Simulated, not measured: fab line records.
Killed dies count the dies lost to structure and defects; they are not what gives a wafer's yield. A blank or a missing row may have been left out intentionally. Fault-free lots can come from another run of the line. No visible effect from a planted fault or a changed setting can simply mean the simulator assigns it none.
A struck lot beside a sound one + flow n5Finfet + 24 steps out of a route of 1938
Sound: the wafers L606.2, L606.4, L606.6. The struck wafers were L609.1, L609.2, L609.4. The cause is given at the end.
Each step with rows lists, per side, the tool, then ch with its chambers, then its first start. Under that, the readings that differ: sound wafers + struck wafers + difference of the means + sigmas: that difference in standard deviations of wafers without a fault.
alike: same words and numbers on both sides, and readings whose means sit less than 2 such deviations apart. not compared: any withheld reading, any reading some wafer has no value for, any bound like >300 that may hide the same value, and any number with overlapping values for which the record gives no deviation.
The two part at a step that has a row with sigmas, a row that says differs or no value, or rows on one side only. Numbers that don't overlap but have no deviation are shown without sigmas and don't part them. Lack of a reading on every wafer of one side parts them only where that side has two or more wafers.

N5_BEOL_M10_THK_MEAS_53: measures by xrf.
  sound: filmMetro-02 at day 10 22:08; struck: filmMetro-01 at day 11 06:29
  alike: M10_THK
then, 1 step without rows for these wafers: N5_BEOL_M10_PRE_CLEAN_55 (time 15 s).
N5_BEOL_M10_DEP_56: deposits SiCN from 3MS/NH3, target thk 15 nm, time 26.5 s.
  sound on pecvd-02 ch 0,1, day 10 22:12; struck on pecvd-04 ch 0,1, day 11 06:34
| reading                      | sound             | struck            | difference | sigmas |
|------------------------------|-------------------|-------------------|------------|--------|
| showerheadPlenumPTorr (Torr) | 3.646 3.643 3.654 | 3.672 3.689 3.673 | +0.030     | +2     |
  alike: throttleValvePct
N5_BEOL_M10_RS_MEAS_57: the measuring method here is four-point-probe.
  sound: filmMetro-02 at day 10 22:16; struck: filmMetro-02 at day 11 06:40
  alike: M10_RS
N5_BEOL_M10_INSPECT_58: inspects for defects (darkfield).
  sound: defectInspect-02 at day 10 22:18; struck: defectInspect-02 at day 11 06:41
| reading        | sound      | struck   | difference | sigmas |
|----------------|------------|----------|------------|--------|
| rawDefectCount | 76 146 114 | 34 44 34 | -75        | -3     |
N5_BEOL_M11_ILD_DEP_00: deposits SiCOH lowk from DEMS/porogen, target thk 308.51 nm, time 58 s.
  sound on pecvd-01 ch 0,1, day 10 22:20; struck on pecvd-02 ch 0,1, day 11 06:43
| reading          | sound       | struck      | difference | sigmas |
|------------------|-------------|-------------|------------|--------|
| heaterPowerW (W) | 372 294 382 | 202 263 275 | -103       | -2     |
  alike: showerheadPlenumPTorr, susceptorTempC, throttleValvePct
then, 1 step without rows for these wafers: N5_BEOL_M11_CURE_71 (cures SiCOH lowk, time 240 s).
N5_BEOL_M11_THK_MEAS_01:
  sound: filmMetro-01 at day 10 22:56; struck: filmMetro-02 at day 11 07:47
  alike: M11_ILD_THK
N5_BEOL_M11_PECVD_70: deposits SiO2 from TEOS/O2, target thk 20 nm, time 22.7 s.
  sound on pecvd-02 ch 0,1,2, day 10 22:58; struck on pecvd-02 ch 0,1,2, day 11 07:50
  alike: heaterPowerW, showerheadPlenumPTorr, susceptorTempC, throttleValvePct
N5_BEOL_M11_HM_DEP_02: deposits TiN, target thk 20 nm.
  sound: pvdSputter-03 at day 11 00:57; struck: pvdSputter-03 at day 11 09:32
  alike: susceptorTempC, throttleValvePct
then, 2 steps without rows for these wafers: N5_BEOL_M11_COAT_59 (time 60 s, resist thk 100 nm); N5_BEOL_M11_COAT_60 (time 60 s, resist thk 30 nm).
N5_BEOL_M11_COAT_05: resist thk 90 nm.
  sound on lithoTrack-02 ch 0, day 11 01:05; struck on lithoTrack-02 ch 0, day 11 09:40
| reading                                      | sound                | struck               | difference | sigmas      |
|----------------------------------------------|----------------------|----------------------|------------|-------------|
| spinSpeedRpm (rpm)                           | 1500.9 1499.5 1499.9 | 1315.3 1314.5 1315.1 | -185.1     | -99 or more |
| model.CAR-ArF_of_BEOL_M11_COAT_05.thkNm (nm) | 90 90 90.2           | 95.6 95.8 96         | +5.7       |             |
then, 5 steps without rows for these wafers: N5_BEOL_M11_EBR_07; N5_BEOL_M11_SOFTBAKE_06 (time 60 s); N5_BEOL_M11_EXPOSE_08 (exposes mask M11); N5_BEOL_M11_PEB_09 (peb time 60 s); N5_BEOL_M11_DEVELOP_10 (develop time 30 s).
N5_BEOL_M11_CD_MEAS_11: the cd target is 64.1 nm.
  sound on cdSem-02 ch 0, day 11 01:28; struck on cdSem-02 ch 0, day 11 09:54
  alike: cdNm
N5_BEOL_M11_OVL_MEAS_12:
  sound on overlay-02 ch 0, day 11 01:30; struck on overlay-02 ch 0, day 11 09:56
  alike: M11_OVL
N5_BEOL_M11_INSPECT_13: inspects for defects (brightfield).
  sound: defectInspect-01 at day 11 01:31; struck: defectInspect-01 at day 11 09:58
  alike: rawDefectCount
then, 1 step without rows for these wafers: N5_BEOL_M11_DESCUM_16 (chemistry O2, time 7.9 s).
N5_BEOL_M11_ETCH_61: etches SiARC in CF4, target depth 39 nm, time 65 s.
  sound on rieDiel-06 ch 1,3, day 11 01:57; struck on rieDiel-03 ch 0,1,3, day 11 10:39
| reading                                      | sound          | struck         | difference | sigmas |
|----------------------------------------------|----------------|----------------|------------|--------|
| model.CAR-ArF_of_BEOL_M11_COAT_05.thkNm (nm) | 55.6 55.6 55.8 | 61.2 61.6 61.4 | +5.7       |        |
  alike: drypumpMotorCurrentA, etchRfOnTimeS, oesProductAu, rfVppV, showerheadPlenumPTorr, throttleValvePct
  not compared: rfHoursCounterH
N5_BEOL_M11_ETCH_62: etches SOC in N2/H2, target depth 110 nm, overetch 22 nm, time 165 s.
  sound on rieDiel-06 ch 1,3, day 11 02:00; struck on rieDiel-03 ch 0,1,3, day 11 10:42
  alike: drypumpMotorCurrentA, oesProductAu, rfVppV, showerheadPlenumPTorr, throttleValvePct
  not compared: rfHoursCounterH

## WHERE THEY PART
At N5_BEOL_M10_DEP_56 first; at N5_BEOL_M11_COAT_05 last (within this record only). Later steps at which nothing parts them and some readings are alike: N5_BEOL_M11_CD_MEAS_11, N5_BEOL_M11_OVL_MEAS_12, N5_BEOL_M11_INSPECT_13, N5_BEOL_M11_ETCH_61, N5_BEOL_M11_ETCH_62.

WHY: whatever the simulator had introduced
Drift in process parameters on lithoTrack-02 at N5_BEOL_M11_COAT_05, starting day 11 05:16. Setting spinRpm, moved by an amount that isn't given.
